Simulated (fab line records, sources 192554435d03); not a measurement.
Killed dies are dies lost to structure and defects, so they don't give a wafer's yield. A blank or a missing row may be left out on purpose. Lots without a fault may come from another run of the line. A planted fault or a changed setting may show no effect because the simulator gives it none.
Which tool did it? | flow n5_finfet | 10 lots, 30 wafers sampled, at 5 steps of a route of 1938

WHAT THE GAUGES READ, wafer by wafer
N5_BEOL_M4_RC_MEAS_101. Usual: DIBL_N 36.6 mV/V, standard deviation 1.1; DIBL_P 36.8 mV/V, standard deviation 1.6; IOFF_N 0.169 nA/um, standard deviation 0.024; IOFF_P 0.206 nA/um, standard deviation 0.028; ION_N 679 uA/um, standard deviation 9.2; ION_P 462 uA/um, standard deviation 7; SS_N 71.6 mV/dec, standard deviation 0.57; SS_P 73.3 mV/dec, standard deviation 0.57; VT_N 248.8 mV, standard deviation 2.4; VT_P -251 mV, standard deviation 3.
lot  | measured     | on        | DIBL_N (mV/V)  | DIBL_P (mV/V)  | IOFF_N (nA/um)    | IOFF_P (nA/um)    | ION_N (uA/um) | ION_P (uA/um) | SS_N (mV/dec)  | SS_P (mV/dec)  | VT_N (mV)         | VT_P (mV)      | flag
L709 | day 9 01:16  | prober-02 | 36.5 36.5 34.9 | 36.2 36.3 33.7 | 0.161 0.161 0.131 | 0.177 0.175 0.148 | 674 688 659   | 462 460 453   | 70.6 71.0 70.3 | 73.1 73.1 72.7 | 248.3 249.3 254.6 | -256 -255 -258 |
L710 | day 9 09:15  | prober-01 | 36.0 36.7 35.0 | 36.4 37.5 34.9 | 0.155 0.184 0.150 | 0.200 0.223 0.181 | 667 683 666   | 450 461 451   | 71.4 72.0 70.9 | 73.4 72.9 73.3 | 250.5 245.8 249.7 | -254 -250 -256 |
L719 | day 11 23:53 | prober-02 | 36.7 35.2 35.6 | 37.1 36.1 36.8 | 0.184 0.150 0.160 | 0.210 0.196 0.209 | 691 685 678   | 466 469 465   | 71.4 71.6 71.7 | 72.8 72.7 73.3 | 246.9 250.8 249.5 | -250 -252 -250 |
L720 | day 12 00:11 | prober-01 | 36.8 38.2 36.5 | 36.2 37.8 35.4 | 0.164 0.193 0.152 | 0.212 0.240 0.204 | 688 694 671   | 469 473 458   | 71.3 71.7 71.6 | 73.0 74.0 73.1 | 247.4 246.7 248.8 | -251 -249 -250 |
L721 | day 12 01:35 | prober-02 | 37.6 38.2 37.5 | 37.7 38.5 37.5 | 0.163 0.178 0.157 | 0.228 0.236 0.213 | 664 679 682   | 462 469 466   | 72.5 71.9 71.6 | 73.2 73.2 73.4 | 249.0 251.6 249.4 | -248 -249 -248 |
L722 | day 12 06:56 | prober-01 | 36.2 37.5 35.9 | 35.4 37.1 34.9 | 0.149 0.177 0.145 | 0.191 0.219 0.186 | 677 695 674   | 461 466 461   | 70.7 71.7 71.4 | 73.2 73.8 73.6 | 248.8 251.3 251.4 | -249 -248 -253 |
L728 | day 13 18:54 | prober-02 | 36.7 35.1 36.9 | 35.8 34.5 36.0 | 0.169 0.149 0.172 | 0.236 0.217 0.234 | 681 677 684   | 468 469 468   | 71.6 71.0 72.2 | 72.7 73.1 72.9 | 248.6 249.2 246.8 | -248 -249 -248 |
L729 | day 14 04:37 | prober-02 | 36.3 35.4 35.3 | 37.4 36.6 36.5 | 0.169 0.160 0.150 | 0.221 0.210 0.212 | 673 678 672   | 466 466 466   | 71.8 72.1 72.1 | 73.9 73.6 73.2 | 249.2 249.0 253.6 | -247 -251 -251 |
L730 | day 15 03:05 | prober-02 | 35.1 35.8 36.7 | 35.8 37.0 37.9 | 0.150 0.165 0.179 | 0.162 0.175 0.186 | 672 675 685   | 450 447 456   | 71.7 71.1 71.0 | 73.1 73.6 74.1 | 249.1 247.9 247.0 | -257 -255 -256 |
L732 | day 15 13:02 | prober-02 | 35.9 36.3 37.0 | 36.9 37.3 38.6 | 0.140 0.143 0.157 | 0.171 0.179 0.190 | 673 675 675   | 455 460 461   | 70.7 71.4 71.6 | 72.8 72.9 72.7 | 255.4 252.2 250.8 | -252 -253 -252 |

WHICH TOOL RAN EACH LOT (tool, then ch and the chambers of the sampled wafers, then the start)
lot  | N5_BEOL_M1_DEP_57               | N5_BEOL_M2_HM_DEP_02         | N5_BEOL_M2_HM_OPEN_17             | N5_BEOL_M2_COAT_76
L709 | pecvd-04 ch 0,1, day 6 13:27    | pvd_sputter-01, day 6 14:55  | rie_metal-03 ch 1, day 6 15:52    | litho_track-02 ch 0, day 6 16:07
L710 | pecvd-04 ch 0,1, day 6 23:05    | pvd_sputter-03, day 7 00:59  | rie_metal-02 ch 0,1, day 7 02:04  | litho_track-05 ch 0, day 7 02:23
L719 | pecvd-03 ch 0, day 9 01:22      | pvd_sputter-03, day 9 02:48  | rie_metal-03 ch 0,1, day 9 03:57  | litho_track-04 ch 0, day 9 04:16
L720 | pecvd-02 ch 0,1, day 9 17:19    | pvd_sputter-01, day 9 18:04  | rie_metal-02 ch 0,1, day 9 18:59  | litho_track-04 ch 0, day 9 19:11
L721 | pecvd-04 ch 0,1, day 9 18:23    | pvd_sputter-01, day 9 18:49  | rie_metal-01 ch 0, day 9 19:35    | litho_track-05 ch 0, day 9 19:55
L722 | pecvd-04 ch 0,1,2, day 10 02:56 | pvd_sputter-02, day 10 03:12 | rie_metal-01 ch 0, day 10 04:04   | litho_track-05 ch 0, day 10 04:17
L728 | pecvd-03 ch 0,1, day 11 19:19   | pvd_sputter-03, day 11 20:19 | rie_metal-02 ch 0,1, day 11 21:29 | litho_track-02 ch 0, day 11 21:47
L729 | pecvd-04 ch 0,2, day 11 21:40   | pvd_sputter-02, day 12 00:46 | rie_metal-03 ch 0,1, day 12 01:44 | litho_track-05 ch 0, day 12 02:07
L730 | pecvd-02 ch 1,2, day 12 11:07   | pvd_sputter-02, day 12 11:24 | rie_metal-02 ch 1, day 12 12:19   | litho_track-02 ch 0, day 12 12:32
L732 | pecvd-04 ch 1,2, day 13 07:01   | pvd_sputter-03, day 13 07:44 | rie_metal-01 ch 0,1, day 13 08:30 | litho_track-04 ch 0, day 13 08:44
- N5_BEOL_M1_DEP_57: deposits SiCN from 3MS/NH3, target thk 8 nm, time 14 s.
- N5_BEOL_M2_HM_DEP_02: deposits TiN, target thk 20 nm.
- N5_BEOL_M2_HM_OPEN_17: chemistry Cl2/BCl3, target TiN, target depth 20 nm, overetch 6 nm.
- N5_BEOL_M2_COAT_76: time 60 s, resist thk 5 nm.

WHAT THE TOOLS THEMSELVES READ (means of the sampled wafers that have a number; where no wafer has one, the mark that the record gives instead)
N5_BEOL_M1_DEP_57. Usual: showerhead_plenum_p_Torr 3.664 Torr, standard deviation 0.011; throttle_valve_pct 9.0 %, standard deviation 0.33.
lot  | tool     | showerhead_plenum_p_Torr (Torr) | throttle_valve_pct (%) | flag
L709 | pecvd-04 | 3.672                           | 9.0                    |
L710 | pecvd-04 | 3.668                           | 8.8                    |
L719 | pecvd-03 | 3.658                           | 9.3                    |
L720 | pecvd-02 | 3.666                           | 8.9                    |
L721 | pecvd-04 | 3.675                           | 9.1                    |
L722 | pecvd-04 | 3.667                           | 9.0                    |
L728 | pecvd-03 | 3.663                           | 9.2                    |
L729 | pecvd-04 | 3.669                           | 9.2                    |
L730 | pecvd-02 | 3.657                           | 9.0                    |
L732 | pecvd-04 | 3.661                           | 9.0                    |

N5_BEOL_M2_HM_DEP_02. Usual: throttle_valve_pct 30.5 %, standard deviation 0.69.
lot  | tool           | throttle_valve_pct (%) | flag
L709 | pvd_sputter-01 | 31.0                   |
L710 | pvd_sputter-03 | 30.1                   |
L719 | pvd_sputter-03 | 29.9                   |
L720 | pvd_sputter-01 | 31.3                   |
L721 | pvd_sputter-01 | 31.5                   |
L722 | pvd_sputter-02 | 30.5                   |
L728 | pvd_sputter-03 | 30.2                   |
L729 | pvd_sputter-02 | 30.4                   |
L730 | pvd_sputter-02 | 30.5                   |
L732 | pvd_sputter-03 | 30.1                   |

N5_BEOL_M2_HM_OPEN_17. Usual: drypump_motor_current_A 5.6 A, standard deviation 0.38; oes_product_au 0.67 a.u., standard deviation 0.074; throttle_valve_pct 22.12 %, standard deviation 0.14.
lot  | tool         | drypump_motor_current_A (A) | oes_product_au (a.u.) | throttle_valve_pct (%) | flag
L709 | rie_metal-03 | 5.8                         | 0.67                  | 22.03                  |
L710 | rie_metal-02 | 5.8                         | 0.71                  | 22.00                  |
L719 | rie_metal-03 | 5.2                         | 0.67                  | 22.26                  |
L720 | rie_metal-02 | 5.7                         | 0.63                  | 22.06                  |
L721 | rie_metal-01 | 5.6                         | 0.76                  | 22.10                  |
L722 | rie_metal-01 | 5.5                         | 0.75                  | 22.12                  |
L728 | rie_metal-02 | 5.8                         | 0.68                  | 22.02                  |
L729 | rie_metal-03 | 5.2                         | 0.65                  | 22.28                  |
L730 | rie_metal-02 | 5.6                         | 0.57                  | 22.09                  |
L732 | rie_metal-01 | 6.0                         | 0.76                  | 21.99                  |

N5_BEOL_M2_COAT_76. Usual: heater_power_total_W 391.8 W, standard deviation 1.2; resist_line_temp_C 22.98 C, standard deviation 0.1; run_length_s 66.18 s, standard deviation 0.13.
lot  | tool           | heater_power_total_W (W) | resist_line_temp_C (C) | run_length_s (s) | flag
L709 | litho_track-02 | 392.0                    | 23.07                  | 66.24            |
L710 | litho_track-05 | 391.3                    | 22.92                  | 66.03            |
L719 | litho_track-04 | 399.8                    | 22.96                  | 64.35            | OFF
L720 | litho_track-04 | 399.8                    | 22.95                  | 64.33            | OFF
L721 | litho_track-05 | 392.0                    | 22.89                  | 66.30            |
L722 | litho_track-05 | 391.3                    | 23.02                  | 66.10            |
L728 | litho_track-02 | 392.0                    | 23.03                  | 66.21            |
L729 | litho_track-05 | 392.9                    | 22.90                  | 66.12            |
L730 | litho_track-02 | 390.9                    | 22.96                  | 66.22            |
L732 | litho_track-04 | 392.2                    | 22.95                  | 66.23            |

THE ANSWER, worked out from the rows above alone
Rule: a lot is off if the mean of its wafers that have a number lies more than 3 standard deviations from the usual mean. A lot without any number at a reading at which 4 lots or more have one is off too. The other lots that the step has rows for count as sound. The gauges are gone through in route order, then the tools' own readings, and for those a lot's mean is taken as printed above. The first step at which some lot is off is used, and at that step the reading that is off furthest; a lot without a number counts as furthest.
Off: L719, L720, at N5_BEOL_M2_COAT_76 (run_length_s).
A tool fits if, at that step or a process step before it, it ran every lot that is off, and no sound lot after the first of them. None of those tried fits.

WHAT THE SIMULATOR HAD PUT IN
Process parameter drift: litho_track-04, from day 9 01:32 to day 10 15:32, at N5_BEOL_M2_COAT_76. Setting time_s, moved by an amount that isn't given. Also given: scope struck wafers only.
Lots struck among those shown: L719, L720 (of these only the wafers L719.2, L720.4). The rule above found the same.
